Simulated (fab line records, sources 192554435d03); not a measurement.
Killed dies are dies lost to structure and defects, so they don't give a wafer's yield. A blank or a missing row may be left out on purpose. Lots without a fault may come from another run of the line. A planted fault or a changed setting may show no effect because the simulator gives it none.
One fault seen from 3 desks | flow n5_finfet | each desk has only its own numbers; what lay behind them comes last

THE TOOL OWNER'S DESK: litho_track-02
The tool's own readings at N5_BEOL_M5_COAT_60 (time 60 s, resist thk 12 nm): means of the sampled wafers that have a number, for each lot that ran on this tool. A lot is out of limits, marked OUT, if its mean lies more than 4 standard deviations from the usual mean; the brackets give that distance.
Columns: A = dispense_pressure_kPa at N5_BEOL_M5_COAT_60, usual 52 kPa; B = spin_speed_rpm at N5_BEOL_M5_COAT_60, usual 1500.1 rpm
lot  | first seen here | A  | B
L383 | day 8 19:22     | 57 | 1499.1
L390 | day 9 22:53     | 57 | 1556.2 (+58) OUT
L391 | day 10 14:03    | 57 | 1557.2 (+59) OUT
This desk's finding: out of limits on L390, L391; first on L390, day 9 22:53 (spin_speed_rpm at N5_BEOL_M5_COAT_60). In limits: L383.

THE DEFECT DESK
What the inspections along the route counted, lot by lot: means of the sampled wafers that have a number. A lot is out of limits, marked OUT, if its mean lies more than 4 standard deviations from the usual mean; the brackets give that distance.
Columns: A = raw_defect_count at N5_BEOL_M4_INSPECT_59, usual 74; B = raw_defect_count at N5_BEOL_M5_INSPECT_13, usual 400
lot  | first seen here | A  | B
L384 | day 8 13:55     | 54 | 509
L383 | day 8 17:00     | 91 | 446
L390 | day 9 19:34     | 64 | 415
L391 | day 10 12:00    | 62 | 337
L398 | day 12 06:55    | 75 | 405
L405 | day 14 23:52    | 68 | 524
This desk's finding: nothing out of limits on any of the 6 lots.

THE METROLOGY DESK
What the gauges read, lot by lot, whatever tool the lot ran on: means of the sampled wafers that have a number. A lot is out of limits, marked OUT, if its mean lies more than 4 standard deviations from the usual mean; the brackets give that distance. Of its 14 readings 7 are shown: those that lie furthest out on some lot.
Columns: A = M4_RS at N5_BEOL_M4_RS_MEAS_58, usual 0.667 ohm/sq; B = DIBL_N at N5_BEOL_M4_RC_MEAS_101, usual 37.2 mV/V; C = DIBL_P at N5_BEOL_M4_RC_MEAS_101, usual 37.3 mV/V; D = IOFF_N at N5_BEOL_M4_RC_MEAS_101, usual 0.18 nA/um; E = IOFF_P at N5_BEOL_M4_RC_MEAS_101, usual 0.24 nA/um; F = ION_P at N5_BEOL_M4_RC_MEAS_101, usual 466 uA/um; G = SS_P at N5_BEOL_M4_RC_MEAS_101, usual 73.5 mV/dec
lot  | first seen here | A     | B    | C    | D    | E    | F   | G
L384 | day 8 13:54     | 0.684 | 38.3 | 37.6 | 0.21 | 0.24 | 466 | 73.9
L383 | day 8 16:58     | 0.649 | 36.1 | 36.8 | 0.18 | 0.23 | 463 | 73.6
L390 | day 9 19:33     | 0.620 | 35.2 | 36.0 | 0.15 | 0.21 | 463 | 72.7
L391 | day 10 11:58    | 0.651 | 33.0 | 33.6 | 0.14 | 0.23 | 473 | 73.0
L398 | day 12 06:53    | 0.687 | 37.7 | 39.4 | 0.20 | 0.28 | 483 | 74.2
L405 | day 14 23:50    | 0.673 | 39.7 | 40.0 | 0.24 | 0.32 | 470 | 74.8
This desk's finding: nothing out of limits on any of the 6 lots.

PUT TOGETHER
The tool owner's desk could have raised an alarm at day 9 22:53, on L390, L391.
The defect desk saw nothing out of limits.
The metrology desk saw nothing out of limits.
The defect desk has L390, L391 on record, within its limits.
The metrology desk has L390, L391 on record, within its limits.
Of the lots named, all ran N5_BEOL_M5_COAT_60 on litho_track-02.

WHAT THE SIMULATOR HAD PUT IN
Process parameter drift: litho_track-02, from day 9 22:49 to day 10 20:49, at N5_BEOL_M5_COAT_60. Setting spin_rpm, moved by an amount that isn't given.
Lots struck among those shown: L390, L391.
Hours from the fault's start to each desk's first reading out of limits: the tool owner's desk, 0.
